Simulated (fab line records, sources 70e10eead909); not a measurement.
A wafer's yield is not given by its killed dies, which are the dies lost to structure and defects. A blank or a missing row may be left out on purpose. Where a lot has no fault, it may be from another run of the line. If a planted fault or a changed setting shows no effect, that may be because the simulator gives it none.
Code-filled problem report in 8D (eight disciplines) form || flow nand-harc || the parts of the form that need people (team, actions taken, sign-off) are left out

== 1. PROBLEM STATEMENT ==
killed-dies at NHARC_END_SORT_01 reads a mean of 151 on 1 wafer of 1 lot; wafers without a fault read 61 with a standard deviation of 17. That puts it +5.3 standard deviations away from the usual mean.
The first sign was on wafer L117.4 at day 31 13:47, on prober-01. The record holds 3 wafers of 1 lot with a number at this step. Rule for "out", or "out of limits": more than 4 standard deviations from the usual mean. The rest of the wafers with a number are treated as sound.

== 2. WHAT IT IS AND WHAT IT IS NOT ==
{"question": "which readings at this step", "is": "killed-dies, killed-at-array", "is not": "killed-at-other, killed-at-periphery, killed-open, killed-short"}
{"question": "which lots", "is": "L117", "is not": "-"}
{"question": "which wafers of those lots", "is": "L117.4", "is not": "L117.2, L117.5"}
{"question": "read on which gauges", "is": "prober-01", "is not": "-"}
{"question": "when", "is": "from day 31 13:47", "is not": "up to then (1 sound wafer); but 1 sound wafer of L117 came after"}

== 3. THE SUSPECTS, EACH WITH WHAT RULES IT OUT ==
Counting: if a tool at a process step up to the reading ran every lot that is out, it stays a suspect. Sound lots after the first of them don't rule it out here, since some wafers of a struck lot are sound.
- the gauge at NHARC_END_SORT_01: kept. All the wafers that are out were read on prober-01, and no step on other tools shows them out.
- wet-bench-06 at NHARC_A_DECK1_JOINT_PRECLEAN_30 (cleans in SC1): kept. It ran the lot that is out, L117 (day 18 03:16).
- cmp-03 at NHARC_THIN_TSV_CMP_01 (polishes): kept. It ran the lot that is out, L117 (day 30 18:28).
- cmp-03, NHARC_THIN_TSV_CMP_01: wafers that are out in chamber 1, sound lot-mates in chambers 2, 3.
Still standing after the count: wet-bench-06 at NHARC_A_DECK1_JOINT_PRECLEAN_30, cmp-03 at NHARC_THIN_TSV_CMP_01, prober-01 at NHARC_END_SORT_01.

== 4. THE CAUSE (what the simulator had put in) ==
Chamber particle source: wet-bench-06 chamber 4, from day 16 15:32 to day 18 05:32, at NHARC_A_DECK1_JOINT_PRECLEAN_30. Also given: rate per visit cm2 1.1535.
After counting, 3 suspects remain, this tool included.

== 5. THE EFFECT CHAIN, in route order ==
One row per reading whose mean, taken over the struck wafers that have a number, lies over 3 standard deviations from the usual. Readings are gone through only where the record gives a usual standard deviation; hours: the median, over the lots, of the time from a lot's start at the first step in this table giving one to that lot's start at this step; sigmas: the change measured in usual standard deviations.
{"hours": 0, "step": "NHARC_THIN_TSV_CD_MEAS_12", "reading": "cd-nm", "usual": "999.0 nm", "on struck wafers": 1006.0, "change": "+7.0", "sigmas": "+3.3"}
{"hours": 18, "step": "NHARC_END_SORT_01", "reading": "killed-at-array", "usual": 56, "on struck wafers": 145, "change": "+89", "sigmas": "+5.2"}
{"hours": 18, "step": "NHARC_END_SORT_01", "reading": "killed-dies", "usual": 61, "on struck wafers": 151, "change": "+90", "sigmas": "+5.3"}

== 6. HOW IT WOULD HAVE BEEN CAUGHT EARLIER ==
358 hours passed between the start of the fault at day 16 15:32 and the first reading out of limits at a measuring or inspecting step in this record, taken at day 31 13:47.
All the lots that are out (1) had begun NHARC_A_DECK1_JOINT_PRECLEAN_30 on wet-bench-06 by day 31 13:47. Holding the tool at that point would not have protected any of them.
